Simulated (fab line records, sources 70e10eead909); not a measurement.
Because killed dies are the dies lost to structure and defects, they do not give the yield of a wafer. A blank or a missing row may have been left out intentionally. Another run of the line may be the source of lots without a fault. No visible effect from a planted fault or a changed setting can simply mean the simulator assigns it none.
The tool behind it: which one? + flow nand_harc + 57 wafers from 19 lots sampled at 6 of the route's 1302 steps

== WHAT THE GAUGES READ, wafer by wafer ==
The record holds no reading of a measuring or inspecting step that can be judged against a usual standard deviation.

== WHAT TOOL EACH LOT RAN ON (gives the tool, then ch and the chambers of the sampled wafers, and finally the start) ==
| lot  | NHARC_A_CONTACT_ETCH_51                       | NHARC_A_CONTACT_ETCH_120             | NHARC_A_CONTACT_ETCH_90            | NHARC_A_CONTACT_DEP_58          | NHARC_A_CONTACT_ETCH_75            | NHARC_A_CONTACT_ETCH_125             |
|------|-----------------------------------------------|--------------------------------------|------------------------------------|---------------------------------|------------------------------------|--------------------------------------|
| L075 | rie_diel-12 ch 2,3, day 21 18:49 or earlier   | har_cap_etch-02 ch 0,1, day 21 18:49 | rie_diel-05 ch 0,2,3, day 21 20:22 | pecvd-01 ch 0,2, day 22 01:06   | rie_diel-05 ch 0,1, day 22 02:04   | har_cap_etch-03 ch 0,1, day 22 05:04 |
| L077 | rie_diel-06 ch 0,1, day 22 04:50 or earlier   | har_cap_etch-02 ch 0,1, day 22 04:50 | rie_diel-05 ch 0,2,3, day 22 06:40 | pecvd-01 ch 1,2, day 22 12:31   | rie_diel-05 ch 0,1,2, day 22 13:30 | har_cap_etch-01 ch 0,1, day 22 15:11 |
| L078 | rie_diel-12 ch 0,2,3, day 23 00:49 or earlier | har_cap_etch-03 ch 0,1, day 23 00:49 | rie_diel-12 ch 1,2, day 23 02:19   | pecvd-04 ch 0,2, day 23 06:46   | rie_diel-05 ch 0,1,2, day 23 07:36 | har_cap_etch-02 ch 0,1, day 23 09:18 |
| L079 | rie_diel-06 ch 0,3, day 23 13:58 or earlier   | har_cap_etch-03 ch 0,1, day 23 13:58 | rie_diel-06 ch 1,2,3, day 23 15:28 | pecvd-01 ch 0,1, day 23 19:59   | rie_diel-05 ch 0,3, day 23 20:55   | har_cap_etch-02 ch 0,1, day 23 22:35 |
| L081 | rie_diel-12 ch 0,1,2, day 24 14:48 or earlier | har_cap_etch-01 ch 0,1, day 24 14:48 | rie_diel-05 ch 1,2,3, day 24 16:16 | pecvd-01 ch 0,2, day 24 22:11   | rie_diel-05 ch 0,1,2, day 24 23:11 | har_cap_etch-01 ch 0,1, day 25 00:55 |
| L082 | rie_diel-06 ch 0,2,3, day 24 15:40 or earlier | har_cap_etch-02 ch 0,1, day 24 15:40 | rie_diel-06 ch 0,1,2, day 24 17:10 | pecvd-02 ch 0,1,2, day 25 00:55 | rie_diel-05 ch 0,1,2, day 25 01:55 | har_cap_etch-02 ch 1, day 25 03:35   |
| L080 | rie_diel-06 ch 2,3, day 24 21:33 or earlier   | har_cap_etch-03 ch 0,1, day 24 21:33 | rie_diel-05 ch 1,2,3, day 24 23:02 | pecvd-04 ch 0,1, day 25 04:05   | rie_diel-05 ch 0,1,2, day 25 05:10 | har_cap_etch-03 ch 0,1, day 25 06:50 |
| L085 | rie_diel-12 ch 1,2,3, day 25 20:04 or earlier | har_cap_etch-02 ch 0,1, day 25 20:04 | rie_diel-12 ch 0,2,3, day 25 21:34 | pecvd-02 ch 0,1,2, day 26 03:26 | rie_diel-12 ch 1,2,3, day 26 04:26 | har_cap_etch-01 ch 0,1, day 26 06:05 |
| L084 | rie_diel-06 ch 1,2, day 26 13:46 or earlier   | har_cap_etch-02 ch 0, day 26 13:46   | rie_diel-05 ch 0,2, day 26 15:17   | pecvd-04 ch 0,1,2, day 26 19:58 | rie_diel-05 ch 2,3, day 26 20:52   | har_cap_etch-01 ch 0,1, day 26 22:34 |
| L087 | rie_diel-05 ch 0,1,2, day 27 14:07 or earlier | har_cap_etch-01 ch 0,1, day 27 14:07 | rie_diel-05 ch 0,1,2, day 27 15:36 | pecvd-04 ch 0,1,2, day 27 22:01 | rie_diel-05 ch 1,3, day 27 22:54   | har_cap_etch-02 ch 0,1, day 28 00:32 |
| L089 | rie_diel-05 ch 0,3, day 27 17:05 or earlier   | har_cap_etch-03 ch 0,1, day 27 17:05 | rie_diel-06 ch 1,2, day 27 18:34   | pecvd-01 ch 1,2, day 27 22:56   | rie_diel-06 ch 1,2,3, day 27 23:56 | har_cap_etch-01 ch 0,1, day 28 01:46 |
| L090 | rie_diel-12 ch 2,3, day 27 17:32 or earlier   | har_cap_etch-02 ch 0,1, day 27 17:32 | rie_diel-05 ch 1,2,3, day 27 19:02 | pecvd-02 ch 1,2, day 28 01:13   | rie_diel-06 ch 0,1,2, day 28 02:18 | har_cap_etch-03 ch 0,1, day 28 03:58 |
| L088 | rie_diel-05 ch 1,2, day 27 23:53 or earlier   | har_cap_etch-03 ch 0,1, day 27 23:53 | rie_diel-05 ch 0,1, day 28 01:16   | pecvd-01 ch 0,1,2, day 28 06:56 | rie_diel-06 ch 1,2, day 28 07:52   | har_cap_etch-01 ch 0,1, day 28 09:37 |
| L091 | rie_diel-05 ch 0,1,2, day 28 19:02 or earlier | har_cap_etch-01 ch 0,1, day 28 19:02 | rie_diel-12 ch 0,2,3, day 28 20:29 | pecvd-02 ch 0,2, day 29 01:03   | rie_diel-05 ch 0,3, day 29 01:54   | har_cap_etch-02 ch 0,1, day 29 03:53 |
| L093 | rie_diel-06 ch 0,1,2, day 29 09:41 or earlier | har_cap_etch-03 ch 0,1, day 29 09:41 | rie_diel-12 ch 0,1,2, day 29 11:11 | pecvd-02 ch 0,1,2, day 29 15:43 | rie_diel-12 ch 1,2,3, day 29 16:42 | har_cap_etch-01 ch 0,1, day 29 18:22 |
| L094 | rie_diel-05 ch 0,1,3, day 29 10:04 or earlier | har_cap_etch-01 ch 0,1, day 29 10:04 | rie_diel-06 ch 1,2,3, day 29 11:34 | pecvd-02 ch 0,2, day 29 18:55   | rie_diel-05 ch 0,1,2, day 29 19:55 | har_cap_etch-02 ch 0,1, day 29 21:34 |
| L095 | rie_diel-05 ch 0,2,3, day 30 00:30 or earlier | har_cap_etch-03 ch 0,1, day 30 00:30 | rie_diel-05 ch 0,3, day 30 01:59   | pecvd-02 ch 0,1,2, day 30 06:23 | rie_diel-05 ch 1,3, day 30 07:36   | har_cap_etch-02 ch 0,1, day 30 09:22 |
| L097 | rie_diel-05 ch 0,1,3, day 30 13:55 or earlier | har_cap_etch-03 ch 0,1, day 30 13:55 | rie_diel-05 ch 1,2,3, day 30 15:23 | pecvd-02 ch 1,2, day 30 19:58   | rie_diel-12 ch 1,2,3, day 30 20:56 | har_cap_etch-03 ch 0,1, day 30 22:40 |
| L096 | rie_diel-06 ch 0,3, day 30 14:10 or earlier   | har_cap_etch-01 ch 0,1, day 30 14:10 | rie_diel-05 ch 0,1,3, day 30 15:40 | pecvd-04 ch 0,1, day 30 20:29   | rie_diel-05 ch 0,1, day 30 21:21   | har_cap_etch-01 ch 0,1, day 30 23:02 |
- NHARC_A_CONTACT_ETCH_51: etches the open film in O2/COS, target depth 7000 nm, time 1820 s.
- NHARC_A_CONTACT_ETCH_120: etches the open film in C4F8/O2/Ar, time 190 s, target depth 1850 nm.
- NHARC_A_CONTACT_ETCH_90: etches the open film in CH3F/O2, target depth 40 nm, time 85.7 s.
- NHARC_A_CONTACT_DEP_58: deposits SiON, target thk 90 nm.
- NHARC_A_CONTACT_ETCH_75: etches the open film in CF4, target depth 39 nm, time 65 s.
- NHARC_A_CONTACT_ETCH_125: etches the open film in C4F8/O2/Ar, time 197 s, target depth 1918 nm.

== WHAT THE TOOLS THEMSELVES READ (means of the sampled wafers that have a number; where no wafer has one, the mark that the record gives instead) ==
NHARC_A_CONTACT_ETCH_51.
| lot  | tool        | chamber_pressure_mTorr (mTorr) | drypump_motor_current_A (A) | mfc_ar_sccm (sccm) | oes_product_au (a.u.) | rf_fwd_power_W (W) | rf_vpp_V (V) | showerhead_plenum_p_Torr (Torr) | throttle_valve_pct (%) |
|------|-------------|--------------------------------|-----------------------------|--------------------|-----------------------|--------------------|--------------|---------------------------------|------------------------|
| L075 | rie_diel-12 | 19.992                         | 6.1                         | 0.000              | 1.016                 | 500.5              | 314.5        | 3.11                            | 28.328                 |
| L077 | rie_diel-06 | 20.004                         | 5.7                         | 0.000              | 0.995                 | 501.6              | 313.6        | 3.06                            | 28.329                 |
| L078 | rie_diel-12 | 20.000                         | 6.0                         | 0.002              | 1.008                 | 500.5              | 315.3        | 3.22                            | 28.332                 |
| L079 | rie_diel-06 | 20.005                         | 5.7                         | 0.005              | 1.007                 | 500.8              | 311.4        | 2.99                            | 28.332                 |
| L081 | rie_diel-12 | 20.013                         | 6.0                         | 0.003              | 0.995                 | 498.8              | 315.3        | 3.16                            | 28.320                 |
| L082 | rie_diel-06 | 20.008                         | 5.5                         | 0.005              | 1.003                 | 498.7              | 313.2        | 3.09                            | 28.329                 |
| L080 | rie_diel-06 | 19.990                         | 5.3                         | 0.005              | 0.998                 | 501.0              | 315.2        | 3.20                            | 28.328                 |
| L085 | rie_diel-12 | 19.994                         | 5.9                         | 0.001              | 1.003                 | 499.4              | 315.4        | 3.17                            | 28.331                 |
| L084 | rie_diel-06 | 19.999                         | 5.2                         | 0.000              | 0.990                 | 499.8              | 315.5        | 3.22                            | 28.323                 |
| L087 | rie_diel-05 | 19.975                         | 5.9                         | 0.025              | 1.005                 | 498.0              | 316.6        | 3.31                            | 28.333                 |
| L089 | rie_diel-05 | 20.006                         | 5.6                         | 0.035              | 1.003                 | 498.9              | 316.2        | 3.25                            | 28.331                 |
| L090 | rie_diel-12 | 20.003                         | 6.1                         | 0.000              | 1.013                 | 500.2              | 313.5        | 3.09                            | 28.331                 |
| L088 | rie_diel-05 | 20.000                         | 6.0                         | 0.017              | 0.997                 | 499.9              | 317.7        | 3.33                            | 28.330                 |
| L091 | rie_diel-05 | 20.000                         | 5.9                         | 0.025              | 0.995                 | 499.0              | 317.0        | 3.30                            | 28.324                 |
| L093 | rie_diel-06 | 20.007                         | 5.4                         | 0.000              | 1.004                 | 498.8              | 315.1        | 3.10                            | 28.332                 |
| L094 | rie_diel-05 | 19.992                         | 6.0                         | 0.025              | 0.999                 | 499.0              | 316.6        | 3.24                            | 28.335                 |
| L095 | rie_diel-05 | 19.997                         | 5.7                         | 0.027              | 1.000                 | 499.4              | 317.0        | 3.27                            | 28.327                 |
| L097 | rie_diel-05 | 20.002                         | 6.0                         | 0.025              | 0.995                 | 500.2              | 315.6        | 3.24                            | 28.333                 |
| L096 | rie_diel-06 | 20.008                         | 5.8                         | 0.010              | 1.006                 | 498.3              | 311.7        | 2.97                            | 28.327                 |

NHARC_A_CONTACT_ETCH_120.
| lot  | tool            | chamber_pressure_mTorr (mTorr) | oes_air_line_au (a.u.) |
|------|-----------------|--------------------------------|------------------------|
| L075 | har_cap_etch-02 | 19.997                         | 0.983                  |
| L077 | har_cap_etch-02 | 19.997                         | 0.995                  |
| L078 | har_cap_etch-03 | 19.995                         | 0.980                  |
| L079 | har_cap_etch-03 | 20.010                         | 0.995                  |
| L081 | har_cap_etch-01 | 19.989                         | 0.993                  |
| L082 | har_cap_etch-02 | 20.012                         | 0.990                  |
| L080 | har_cap_etch-03 | 20.014                         | 0.999                  |
| L085 | har_cap_etch-02 | 19.990                         | 1.003                  |
| L084 | har_cap_etch-02 | 19.987                         | 1.004                  |
| L087 | har_cap_etch-01 | 19.984                         | 1.024                  |
| L089 | har_cap_etch-03 | 19.998                         | 0.981                  |
| L090 | har_cap_etch-02 | 19.999                         | 0.998                  |
| L088 | har_cap_etch-03 | 20.014                         | 1.015                  |
| L091 | har_cap_etch-01 | 19.988                         | 1.021                  |
| L093 | har_cap_etch-03 | 19.993                         | 1.001                  |
| L094 | har_cap_etch-01 | 19.970                         | 1.015                  |
| L095 | har_cap_etch-03 | 19.994                         | 0.996                  |
| L097 | har_cap_etch-03 | 19.991                         | 1.007                  |
| L096 | har_cap_etch-01 | 20.001                         | 0.994                  |

NHARC_A_CONTACT_ETCH_90.
| lot  | tool        | chamber_pressure_mTorr (mTorr) | drypump_motor_current_A (A) | mfc_ar_sccm (sccm) | oes_product_au (a.u.) | rf_fwd_power_W (W) | rf_vpp_V (V) | showerhead_plenum_p_Torr (Torr) | throttle_valve_pct (%) |
|------|-------------|--------------------------------|-----------------------------|--------------------|-----------------------|--------------------|--------------|---------------------------------|------------------------|
| L075 | rie_diel-05 | 24.990                         | 5.7                         | 200.1              | 1.00                  | 495.7              | 245.7        | 2.59                            | 20.669                 |
| L077 | rie_diel-05 | 24.998                         | 5.7                         | 199.6              | 1.00                  | 495.9              | 246.0        | 2.59                            | 20.659                 |
| L078 | rie_diel-12 | 24.977                         | 6.1                         | 200.3              | 0.93                  | 496.6              | 243.3        | 2.40                            | 20.668                 |
| L079 | rie_diel-06 | 25.003                         | 5.5                         | 200.2              | 0.92                  | 495.8              | 244.9        | 2.47                            | 20.667                 |
| L081 | rie_diel-05 | 25.024                         | 6.0                         | 200.7              | 0.99                  | 496.6              | 245.8        | 2.58                            | 20.670                 |
| L082 | rie_diel-06 | 24.993                         | 5.4                         | 199.5              | 0.93                  | 494.6              | 244.1        | 2.46                            | 20.665                 |
| L080 | rie_diel-05 | 25.009                         | 6.1                         | 200.3              | 0.99                  | 496.7              | 245.6        | 2.58                            | 20.664                 |
| L085 | rie_diel-12 | 25.011                         | 6.0                         | 200.4              | 0.92                  | 497.3              | 244.8        | 2.53                            | 20.655                 |
| L084 | rie_diel-05 | 24.990                         | 5.5                         | 200.4              | 1.00                  | 495.2              | 246.8        | 2.62                            | 20.659                 |
| L087 | rie_diel-05 | 24.998                         | 5.9                         | 200.3              | 0.92                  | 494.9              | 246.5        | 2.61                            | 20.675                 |
| L089 | rie_diel-06 | 24.982                         | 5.5                         | 200.0              | 0.93                  | 495.9              | 245.2        | 2.48                            | 20.671                 |
| L090 | rie_diel-05 | 25.025                         | 6.1                         | 200.6              | 0.95                  | 496.1              | 246.7        | 2.57                            | 20.659                 |
| L088 | rie_diel-05 | 25.001                         | 5.8                         | 200.2              | 0.93                  | 494.0              | 246.2        | 2.59                            | 20.669                 |
| L091 | rie_diel-12 | 24.974                         | 6.0                         | 199.8              | 1.01                  | 495.4              | 245.1        | 2.52                            | 20.663                 |
| L093 | rie_diel-12 | 24.982                         | 6.0                         | 200.2              | 0.96                  | 495.2              | 244.9        | 2.48                            | 20.659                 |
| L094 | rie_diel-06 | 25.017                         | 5.5                         | 200.3              | 1.00                  | 495.7              | 243.8        | 2.45                            | 20.660                 |
| L095 | rie_diel-05 | 24.994                         | 5.6                         | 199.5              | 0.92                  | 494.1              | 245.6        | 2.56                            | 20.664                 |
| L097 | rie_diel-05 | 24.992                         | 6.1                         | 199.6              | 0.93                  | 496.3              | 245.8        | 2.57                            | 20.659                 |
| L096 | rie_diel-05 | 24.990                         | 6.0                         | 199.8              | 1.00                  | 494.6              | 245.8        | 2.55                            | 20.668                 |

NHARC_A_CONTACT_DEP_58.
| lot  | tool     | heater_power_w (W) | rf_fwd_power_W (W) |
|------|----------|--------------------|--------------------|
| L075 | pecvd-01 | 886                | 349.0              |
| L077 | pecvd-01 | 816                | 349.4              |
| L078 | pecvd-04 | 749                | 349.4              |
| L079 | pecvd-01 | 838                | 348.4              |
| L081 | pecvd-01 | 1000               | 348.7              |
| L082 | pecvd-02 | 742                | 347.4              |
| L080 | pecvd-04 | 730                | 347.8              |
| L085 | pecvd-02 | 743                | 348.8              |
| L084 | pecvd-04 | 728                | 348.7              |
| L087 | pecvd-04 | 741                | 349.0              |
| L089 | pecvd-01 | 801                | 348.6              |
| L090 | pecvd-02 | 841                | 349.5              |
| L088 | pecvd-01 | 880                | 350.0              |
| L091 | pecvd-02 | 586                | 348.5              |
| L093 | pecvd-02 | 687                | 349.3              |
| L094 | pecvd-02 | 647                | 348.1              |
| L095 | pecvd-02 | 756                | 348.6              |
| L097 | pecvd-02 | 715                | 346.8              |
| L096 | pecvd-04 | 662                | 348.4              |

NHARC_A_CONTACT_ETCH_75.
| lot  | tool        | chamber_pressure_mTorr (mTorr) | drypump_motor_current_A (A) | mfc_ar_sccm (sccm) | oes_product_au (a.u.) | rf_fwd_power_W (W) | rf_vpp_V (V) | showerhead_plenum_p_Torr (Torr) | throttle_valve_pct (%) |
|------|-------------|--------------------------------|-----------------------------|--------------------|-----------------------|--------------------|--------------|---------------------------------|------------------------|
| L075 | rie_diel-05 | 49.94                          | 5.9                         | 0.033              | 0.999                 | 295.8              | 151.6        | 1.87                            | 13.276                 |
| L077 | rie_diel-05 | 49.98                          | 5.9                         | 0.025              | 0.998                 | 296.6              | 152.4        | 1.88                            | 13.289                 |
| L078 | rie_diel-05 | 50.02                          | 5.9                         | 0.025              | 0.993                 | 297.3              | 153.5        | 1.88                            | 13.292                 |
| L079 | rie_diel-05 | 49.96                          | 5.7                         | 0.027              | 1.002                 | 297.6              | 152.1        | 1.82                            | 13.270                 |
| L081 | rie_diel-05 | 49.99                          | 5.9                         | 0.025              | 0.992                 | 296.6              | 153.3        | 1.88                            | 13.287                 |
| L082 | rie_diel-05 | 50.01                          | 5.9                         | 0.025              | 0.997                 | 296.8              | 152.0        | 1.88                            | 13.290                 |
| L080 | rie_diel-05 | 50.03                          | 5.9                         | 0.025              | 0.998                 | 297.1              | 152.4        | 1.88                            | 13.282                 |
| L085 | rie_diel-12 | 50.00                          | 5.9                         | 0.001              | 1.002                 | 296.7              | 151.7        | 1.79                            | 13.292                 |
| L084 | rie_diel-05 | 49.99                          | 5.8                         | 0.020              | 1.006                 | 297.5              | 153.1        | 1.83                            | 13.290                 |
| L087 | rie_diel-05 | 50.01                          | 6.4                         | 0.016              | 0.997                 | 297.1              | 151.7        | 1.83                            | 13.286                 |
| L089 | rie_diel-06 | 49.99                          | 5.5                         | 0.005              | 0.998                 | 296.2              | 150.5        | 1.76                            | 13.282                 |
| L090 | rie_diel-06 | 49.97                          | 5.4                         | 0.000              | 1.012                 | 296.6              | 150.7        | 1.76                            | 13.277                 |
| L088 | rie_diel-06 | 49.98                          | 5.5                         | 0.000              | 0.993                 | 297.4              | 151.5        | 1.78                            | 13.275                 |
| L091 | rie_diel-05 | 50.01                          | 5.6                         | 0.035              | 1.006                 | 297.0              | 151.7        | 1.84                            | 13.284                 |
| L093 | rie_diel-12 | 49.99                          | 5.9                         | 0.001              | 1.005                 | 296.1              | 150.6        | 1.79                            | 13.278                 |
| L094 | rie_diel-05 | 49.99                          | 5.9                         | 0.025              | 1.010                 | 295.6              | 150.7        | 1.87                            | 13.285                 |
| L095 | rie_diel-05 | 49.99                          | 6.4                         | 0.016              | 1.001                 | 296.5              | 152.2        | 1.83                            | 13.290                 |
| L097 | rie_diel-12 | 50.00                          | 5.9                         | 0.001              | 1.007                 | 295.9              | 152.4        | 1.78                            | 13.283                 |
| L096 | rie_diel-05 | 50.00                          | 5.8                         | 0.033              | 1.005                 | 295.6              | 152.6        | 1.86                            | 13.281                 |

NHARC_A_CONTACT_ETCH_125.
| lot  | tool            | chamber_pressure_mTorr (mTorr) | oes_air_line_au (a.u.) |
|------|-----------------|--------------------------------|------------------------|
| L075 | har_cap_etch-03 | 20.001                         | 0.989                  |
| L077 | har_cap_etch-01 | 20.022                         | 1.007                  |
| L078 | har_cap_etch-02 | 20.000                         | 1.000                  |
| L079 | har_cap_etch-02 | 20.001                         | 1.001                  |
| L081 | har_cap_etch-01 | 19.991                         | 1.032                  |
| L082 | har_cap_etch-02 | 20.015                         | 1.001                  |
| L080 | har_cap_etch-03 | 19.996                         | 1.002                  |
| L085 | har_cap_etch-01 | 20.007                         | 1.008                  |
| L084 | har_cap_etch-01 | 20.005                         | 0.994                  |
| L087 | har_cap_etch-02 | 19.978                         | 0.986                  |
| L089 | har_cap_etch-01 | 20.015                         | 0.987                  |
| L090 | har_cap_etch-03 | 20.000                         | 0.998                  |
| L088 | har_cap_etch-01 | 19.985                         | 1.003                  |
| L091 | har_cap_etch-02 | 19.983                         | 0.992                  |
| L093 | har_cap_etch-01 | 19.992                         | 0.995                  |
| L094 | har_cap_etch-02 | 20.016                         | 0.976                  |
| L095 | har_cap_etch-02 | 19.998                         | 0.992                  |
| L097 | har_cap_etch-03 | 20.002                         | 1.020                  |
| L096 | har_cap_etch-01 | 19.987                         | 1.000                  |

== THE ANSWER, worked out from the rows above alone ==
Rule: the usual values come from the lots themselves. The widest of any qualifying gaps counts: lots, ordered by their means at a reading, are off when they make up no more than a third of the lots, leave a main group of 4 or more, and stand apart from it by 3 or more times the standard deviation of that group's means. Not used: any main group whose means are identical at the precision the tables above print for the reading. Also off: a lot with no number at a reading for which 4 or more lots have one. Any other lot the step has rows for is counted as sound. After the gauges, taken in route order, come the tools' own readings; for these a lot's mean is taken, as printed above. At the first step where some lot is off, the reading lying furthest off is the one used; lots without a number count as furthest.
Nothing can be told from this: no lot is off at any reading shown.

== WHAT HAD BEEN PUT IN BY THE SIMULATOR ==
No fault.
